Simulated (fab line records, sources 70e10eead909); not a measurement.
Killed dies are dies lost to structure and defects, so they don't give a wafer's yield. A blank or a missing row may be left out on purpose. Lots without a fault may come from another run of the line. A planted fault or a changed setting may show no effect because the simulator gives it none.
Chamber matching | flow nand_harc | NHARC_A_ZERO_WELL_ETCH_13 on rie_si-01: 4 sister chambers
The step etches the open film in HBr/Cl2, target depth 120 nm, time 40.1 s. 8 wafers are shown with their chamber, then 8 later ones without.

WAFERS WITH THEIR CHAMBER
wafer  | chamber | drypump_motor_current_A (A) | oes_product_au (a.u.)
L077.2 | 1       | 5.1                         | 0.988
L078.4 | 0       | 5.6                         | 0.999
L079.5 | 0       | 5.6                         | 1.015
L079.6 | 1       | 5.1                         | 0.990
L082.1 | 2       | 4.9                         | 0.988
L082.5 | 3       | 6.0                         | 0.998
L082.6 | 2       | 4.8                         | 0.976
L089.2 | 3       | 5.9                         | 0.996

WAFERS WITHOUT THEIR CHAMBER
wafer  | drypump_motor_current_A (A) | oes_product_au (a.u.)
L089.3 | 5.6                         | 0.993
L089.6 | 4.8                         | 0.986
L094.1 | 5.1                         | 0.994
L094.3 | 4.9                         | 0.992
L094.4 | 6.0                         | 1.014
L096.1 | 5.1                         | 1.003
L096.3 | 4.8                         | 0.994
L096.6 | 5.6                         | 0.991

WHICH CHAMBER EACH WENT THROUGH
wafer  | from the rows above | in truth
L089.3 | 0                   | 0
L089.6 | 2                   | 2
L094.1 | 1                   | 1
L094.3 | 2                   | 2
L094.4 | 3                   | 3
L096.1 | 1                   | 1
L096.3 | 2                   | 2
L096.6 | 0                   | 0
Placed correctly: 8 of 8. Can't be placed from these rows: 0. Placed wrongly: 0.
How it was worked out, from the rows above alone: a wafer's distance from a chamber is the root of the sum, over the readings, of the square of ((its reading less the chamber's mean) divided by the reading's scatter). The wafer belongs to the nearest chamber; if the next one is less than 2 further off, it can't be placed. A chamber's mean is the mean of its shown wafers. The scatter: the root of (the sum of the squares of (reading less its chamber's mean) over the shown wafers, divided by (wafers less chambers)).
